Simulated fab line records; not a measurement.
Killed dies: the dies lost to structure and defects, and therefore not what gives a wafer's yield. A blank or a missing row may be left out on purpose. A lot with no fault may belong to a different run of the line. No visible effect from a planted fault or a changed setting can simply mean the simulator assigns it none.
Which tool did it? -- flow n5_finfet -- 24 lots, 72 wafers sampled, at 6 steps of a route of 1938

## WHAT EACH GAUGE READ, for each wafer
N5_BEOL_M11_CD_MEAS_18: pitch 140 nm, target cd 70 nm.
lot,measured,on,cd_nm (nm)
L076,day 14 16:04,cd_sem-01,71.1 70.4 69.8
L074,day 14 22:26,cd_sem-01,70.0 67.9 70.2
L075,day 14 22:59,cd_sem-03,69.6 68.3 69.7
L077,day 15 06:50,cd_sem-01,68.8 69.4 70.1
L078,day 15 07:13,cd_sem-03,70.1 70.1 70.2
L079,day 15 08:25,cd_sem-02,70.1 70.8 70.0
L081,day 15 18:58,cd_sem-01,70.1 70.4 70.7
L083,day 16 03:25,cd_sem-02,70.9 70.7 70.7
L080,day 16 07:11,cd_sem-02,69.7 69.5 70.5
L082,day 16 07:59,cd_sem-03,68.8 69.5 70.3
L085,day 16 12:57,cd_sem-02,69.3 70.1 69.6
L084,day 16 22:34,cd_sem-01,70.6 69.4 69.9
L086,day 17 00:03,cd_sem-02,70.6 70.2 69.0
L089,day 17 16:20,cd_sem-03,71.5 69.9 69.3
L091,day 17 18:42,cd_sem-01,69.6 68.4 69.4
L087,day 18 04:38,cd_sem-02,69.5 69.8 70.0
L088,day 18 06:13,cd_sem-03,70.0 70.5 71.8
L092,day 18 08:20,cd_sem-02,69.8 71.5 69.6
L090,day 18 08:54,cd_sem-03,69.0 68.9 69.7
L093,day 19 01:10,cd_sem-02,70.2 68.5 69.1
L094,day 19 07:26,cd_sem-02,69.3 71.0 69.9
L095,day 19 16:46,cd_sem-03,69.6 69.1 69.5
L096,day 19 19:08,cd_sem-02,69.9 69.5 69.1
L097,day 20 03:15,cd_sem-01,69.2 70.5 69.5

N5_BEOL_M11_OCD_MEAS_38.
lot,measured,on,trench_depth_nm (nm)
L076,day 14 18:56,ocd-02,144 150 151
L074,day 14 23:40,ocd-01,153 147 146
L075,day 15 00:54,ocd-01,152 155 149
L077,day 15 07:53,ocd-01,144 149 149
L078,day 15 10:25,ocd-02,144 149 148
L079,day 15 10:56,ocd-01,146 151 144
L081,day 15 23:25,ocd-01,145 152 148
L083,day 16 06:35,ocd-02,147 152 147
L080,day 16 10:29,ocd-02,145 149 152
L082,day 16 11:15,ocd-01,154 141 148
L085,day 16 13:56,ocd-01,149 150 150
L084,day 17 00:42,ocd-01,151 149 150
L086,day 17 02:00,ocd-01,147 150 147
L089,day 17 17:22,ocd-01,150 154 145
L091,day 17 21:43,ocd-02,151 154 152
L087,day 18 05:47,ocd-01,148 145 148
L088,day 18 10:26,ocd-01,145 145 151
L092,day 18 11:25,ocd-02,146 146 152
L090,day 18 09:54,ocd-02,152 147 150
L093,day 19 02:13,ocd-01,146 150 150
L094,day 19 08:32,ocd-01,151 145 146
L095,day 19 18:07,ocd-02,144 147 146
L096,day 19 21:46,ocd-01,151 150 149
L097,day 20 07:47,ocd-01,147 150 147

N5_BEOL_M12_OVL_MEAS_11.
lot,measured,on,V11_OVL (nm)
L076,day 14 22:13,overlay-02,1 3 -1
L074,day 15 03:30,overlay-01,3 -1 -2
L075,day 15 03:49,overlay-02,2 3 9
L077,day 15 12:19,overlay-01,-5 7 3
L078,day 15 13:29,overlay-01,-3 -13 -17
L079,day 15 13:45,overlay-01,12 -3 11
L081,day 16 03:14,overlay-01,5 -6 -4
L083,day 16 10:01,overlay-01,-6 3 -7
L080,day 16 13:56,overlay-02,13 13 -4
L082,day 16 14:22,overlay-01,-8 -14 -6
L085,day 16 17:22,overlay-02,10 8 11
L084,day 17 03:31,overlay-01,9 0 6
L086,day 17 06:20,overlay-02,-2 -9 3
L089,day 17 20:28,overlay-02,7 -1 12
L091,day 18 01:10,overlay-01,-8 6 6
L087,day 18 09:14,overlay-01,-5 3 2
L088,day 18 14:00,overlay-02,-2 -4 11
L092,day 18 14:44,overlay-01,-9 -6 4
L090,day 18 13:20,overlay-02,-2 -2 3
L093,day 19 05:13,overlay-01,0 5 -4
L094,day 19 13:22,overlay-02,-4 -3 -7
L095,day 19 22:52,overlay-02,-3 -6 5
L096,day 20 00:41,overlay-02,10 9 -5
L097,day 20 11:52,overlay-01,7 0 6

## TOOL THAT RAN EACH LOT (tool first, then ch and the chambers of the sampled wafers, then the start)
lot,N5_BEOL_M11_ETCH_65,N5_BEOL_M11_TRENCH_ETCH_37,N5_BEOL_M11_DEP_56
L076,"rie_diel-06 ch 0,2,3, day 14 18:28","rie_diel-06 ch 0,2,3, day 14 18:56 or earlier","pecvd-01 ch 0,1,2, day 14 21:38"
L074,"rie_diel-02 ch 0,2,3, day 14 23:13","rie_diel-02 ch 0,2,3, day 14 23:40 or earlier","pecvd-04 ch 0,2, day 15 02:55"
L075,"rie_diel-03 ch 0,1,2, day 15 00:26","rie_diel-03 ch 0,1,2, day 15 00:54 or earlier","pecvd-01 ch 0,1, day 15 03:14"
L077,"rie_diel-03 ch 1,3, day 15 07:26","rie_diel-03 ch 1,3, day 15 07:53 or earlier","pecvd-04 ch 0,1, day 15 11:35"
L078,"rie_diel-03 ch 1,3, day 15 09:58","rie_diel-03 ch 1,3, day 15 10:25 or earlier","pecvd-01 ch 0,1,2, day 15 12:53"
L079,"rie_diel-03 ch 0,1,2, day 15 10:29","rie_diel-03 ch 0,1,2, day 15 10:56 or earlier","pecvd-04 ch 1,2, day 15 13:10"
L081,"rie_diel-02 ch 0,2,3, day 15 22:57","rie_diel-02 ch 0,2,3, day 15 23:25 or earlier","pecvd-03 ch 0,2, day 16 02:39"
L083,"rie_diel-03 ch 0,1, day 16 06:07","rie_diel-03 ch 0,1, day 16 06:35 or earlier","pecvd-01 ch 0,1,2, day 16 09:24"
L080,"rie_diel-02 ch 0,2,3, day 16 10:02","rie_diel-02 ch 0,2,3, day 16 10:29 or earlier","pecvd-04 ch 0,1, day 16 13:20"
L082,"rie_diel-03 ch 0,1,3, day 16 10:47","rie_diel-03 ch 0,1,3, day 16 11:15 or earlier","pecvd-04 ch 0,1, day 16 13:39"
L085,"rie_diel-06 ch 1,3, day 16 13:29","rie_diel-06 ch 1,3, day 16 13:56 or earlier","pecvd-04 ch 0,1, day 16 16:46"
L084,"rie_diel-06 ch 0,3, day 17 00:14","rie_diel-06 ch 0,3, day 17 00:42 or earlier","pecvd-04 ch 0,1,2, day 17 02:55"
L086,"rie_diel-02 ch 1,3, day 17 01:32","rie_diel-02 ch 1,3, day 17 02:00 or earlier","pecvd-01 ch 0,1,2, day 17 05:44"
L089,"rie_diel-03 ch 0,1,3, day 17 16:54","rie_diel-03 ch 0,1,3, day 17 17:22 or earlier","pecvd-01 ch 0,1,2, day 17 19:41"
L091,"rie_diel-06 ch 0,3, day 17 21:14","rie_diel-06 ch 0,3, day 17 21:43 or earlier","pecvd-01 ch 0,1,2, day 18 00:31"
L087,"rie_diel-02 ch 0,1,2, day 18 05:20","rie_diel-02 ch 0,1,2, day 18 05:47 or earlier","pecvd-04 ch 1,2, day 18 08:29"
L088,"rie_diel-06 ch 2,3, day 18 09:58","rie_diel-06 ch 2,3, day 18 10:26 or earlier","pecvd-03 ch 0,1,2, day 18 13:17"
L092,"rie_diel-06 ch 1,2,3, day 18 10:57","rie_diel-06 ch 1,2,3, day 18 11:25 or earlier","pecvd-03 ch 0,2, day 18 14:08"
L090,"rie_diel-06 ch 0,1, day 18 09:26","rie_diel-06 ch 0,1, day 18 09:54 or earlier","pecvd-04 ch 1,2, day 18 12:44"
L093,"rie_diel-06 ch 0,1,3, day 19 01:45","rie_diel-06 ch 0,1,3, day 19 02:13 or earlier","pecvd-01 ch 0,1, day 19 04:29"
L094,"rie_diel-06 ch 0,1,2, day 19 08:05","rie_diel-06 ch 0,1,2, day 19 08:32 or earlier","pecvd-04 ch 0,1,2, day 19 12:47"
L095,"rie_diel-02 ch 1,3, day 19 17:39","rie_diel-02 ch 1,3, day 19 18:07 or earlier","pecvd-04 ch 1,2, day 19 22:09"
L096,"rie_diel-06 ch 0,3, day 19 21:19","rie_diel-06 ch 0,3, day 19 21:46 or earlier","pecvd-01 ch 0,1,2, day 20 00:05"
L097,"rie_diel-02 ch 0,1, day 20 07:20","rie_diel-02 ch 0,1, day 20 07:47 or earlier","pecvd-04 ch 0,1,2, day 20 11:17"
- N5_BEOL_M11_ETCH_65: etches SiARC in CF4, target depth 39 nm, time 65 s.
- N5_BEOL_M11_TRENCH_ETCH_37: etches SiCOH lowk in C4F6/O2, target depth 148.83 nm, time 48 s.
- N5_BEOL_M11_DEP_56: deposits SiCN from 3MS/NH3, target thk 30 nm, time 10.5 s.

## WHAT THE TOOLS THEMSELVES READ (means of the sampled wafers that have a number; where no wafer has one, the mark that the record gives instead)
N5_BEOL_M11_ETCH_65.
lot,tool,drypump_motor_current_A (A),etch_rf_on_time_s (s),oes_product_au (a.u.),rf_vpp_V (V),showerhead_plenum_p_Torr (Torr),throttle_valve_pct (%)
L076,rie_diel-06,5.6,64.8,0.71,185.4,2.20,15.5
L074,rie_diel-02,5.7,65.0,0.64,183.2,2.13,15.8
L075,rie_diel-03,5.7,63.9,0.71,183.4,2.10,15.4
L077,rie_diel-03,6.1,65.0,0.75,184.3,2.17,15.4
L078,rie_diel-03,6.1,65.0,0.75,185.5,2.17,15.4
L079,rie_diel-03,5.7,63.3,0.71,183.5,2.10,15.4
L081,rie_diel-02,5.7,65.2,0.64,183.3,2.13,15.8
L083,rie_diel-03,5.7,62.6,0.78,184.3,2.15,15.3
L080,rie_diel-02,5.7,65.6,0.64,184.0,2.13,15.8
L082,rie_diel-03,5.9,64.1,0.72,184.2,2.14,15.6
L085,rie_diel-06,5.5,65.7,0.70,185.7,2.21,15.9
L084,rie_diel-06,5.6,65.0,0.74,184.3,2.16,15.5
L086,rie_diel-02,5.2,64.2,0.65,184.6,2.22,15.6
L089,rie_diel-03,5.9,63.5,0.70,184.2,2.14,15.6
L091,rie_diel-06,5.5,64.7,0.73,184.3,2.21,15.7
L087,rie_diel-02,5.5,65.4,0.69,184.6,2.17,15.8
L088,rie_diel-06,5.7,65.1,0.63,185.3,2.22,15.6
L092,rie_diel-06,5.6,64.4,0.64,184.2,2.17,15.8
L090,rie_diel-06,5.7,65.6,0.68,182.0,2.08,15.6
L093,rie_diel-06,5.5,64.2,0.69,184.1,2.14,15.8
L094,rie_diel-06,5.7,65.5,0.63,183.7,2.12,15.7
L095,rie_diel-02,5.0,64.4,0.62,184.4,2.17,15.9
L096,rie_diel-06,5.6,64.5,0.71,184.3,2.15,15.5
L097,rie_diel-02,5.1,63.1,0.62,183.5,2.12,16.0

N5_BEOL_M11_TRENCH_ETCH_37.
lot,tool,C4F6_flow_sccm (sccm),O2_flow_sccm (sccm),drypump_motor_current_A (A),oes_product_au (a.u.),rf_vpp_V (V),showerhead_plenum_p_Torr (Torr),throttle_valve_pct (%)
L076,rie_diel-06,10.047,9.99,5.6,0.82,680,2.93,20.9
L074,rie_diel-02,9.975,10.01,5.7,0.75,670,2.83,21.0
L075,rie_diel-03,9.994,10.01,5.7,0.84,651,2.79,20.7
L077,rie_diel-03,9.978,10.01,6.1,0.87,672,2.89,20.7
L078,rie_diel-03,10.014,10.03,6.1,0.86,671,2.89,20.7
L079,rie_diel-03,9.969,9.97,5.7,0.82,651,2.79,20.7
L081,rie_diel-02,9.997,10.01,5.7,0.74,670,2.83,21.0
L083,rie_diel-03,10.018,10.00,5.7,0.90,654,2.86,20.6
L080,rie_diel-02,9.994,9.98,5.7,0.74,670,2.82,21.1
L082,rie_diel-03,9.996,9.98,5.9,0.82,654,2.85,20.9
L085,rie_diel-06,10.017,9.99,5.5,0.83,683,2.93,21.4
L084,rie_diel-06,9.972,9.99,5.6,0.86,686,2.87,20.9
L086,rie_diel-02,9.998,9.99,5.2,0.75,661,2.94,21.0
L089,rie_diel-03,10.011,10.00,5.9,0.81,654,2.84,20.9
L091,rie_diel-06,9.993,10.01,5.5,0.86,690,2.94,21.1
L087,rie_diel-02,9.971,10.01,5.5,0.81,669,2.89,21.3
L088,rie_diel-06,10.004,10.01,5.7,0.74,671,2.97,20.9
L092,rie_diel-06,10.002,10.02,5.6,0.75,672,2.90,21.2
L090,rie_diel-06,9.999,9.98,5.7,0.80,676,2.78,21.0
L093,rie_diel-06,9.999,10.01,5.6,0.80,679,2.85,21.2
L094,rie_diel-06,9.955,9.97,5.7,0.74,668,2.82,21.0
L095,rie_diel-02,10.021,9.98,5.0,0.72,656,2.90,21.2
L096,rie_diel-06,9.981,10.00,5.6,0.84,686,2.86,20.9
L097,rie_diel-02,10.010,10.01,5.1,0.72,652,2.83,21.4

N5_BEOL_M11_DEP_56.
lot,tool,showerhead_plenum_p_Torr (Torr),throttle_valve_pct (%)
L076,pecvd-01,4.178,17.8
L074,pecvd-04,4.156,17.3
L075,pecvd-01,4.180,18.0
L077,pecvd-04,4.132,18.5
L078,pecvd-01,4.172,17.8
L079,pecvd-04,4.152,17.6
L081,pecvd-03,4.183,17.8
L083,pecvd-01,4.180,17.8
L080,pecvd-04,4.129,18.6
L082,pecvd-04,4.124,18.7
L085,pecvd-04,4.132,18.6
L084,pecvd-04,4.139,18.3
L086,pecvd-01,4.175,18.0
L089,pecvd-01,4.178,17.8
L091,pecvd-01,4.178,17.9
L087,pecvd-04,4.141,18.5
L088,pecvd-03,4.165,18.4
L092,pecvd-03,4.184,17.9
L090,pecvd-04,4.149,17.9
L093,pecvd-01,4.168,18.7
L094,pecvd-04,4.141,18.3
L095,pecvd-04,4.137,18.5
L096,pecvd-01,4.175,17.9
L097,pecvd-04,4.140,18.2

## THE ANSWER, worked out from the rows above alone
Rule: what is usual is taken from the lots themselves. The widest of any qualifying gaps counts: lots, ordered by their means at a reading, are off when they make up no more than a third of the lots, leave a main group of 4 or more, and stand apart from it by 3 or more times the standard deviation of that group's means. If all means in a main group match to the digits the tables above print for the reading, that group is not used. Also off: a lot with no number at a reading for which 4 or more lots have one. Any other lot the step has rows for is counted as sound. Order of review: gauges by route order, followed by the tools' own readings, for which a lot's mean as printed above is used. The first step at which some lot is off is used, and at that step the reading that is off furthest; a lot without a number counts as furthest.
None of the lots is off at any reading shown; this tells nothing.

## WHAT THE SIMULATOR HAD PUT IN
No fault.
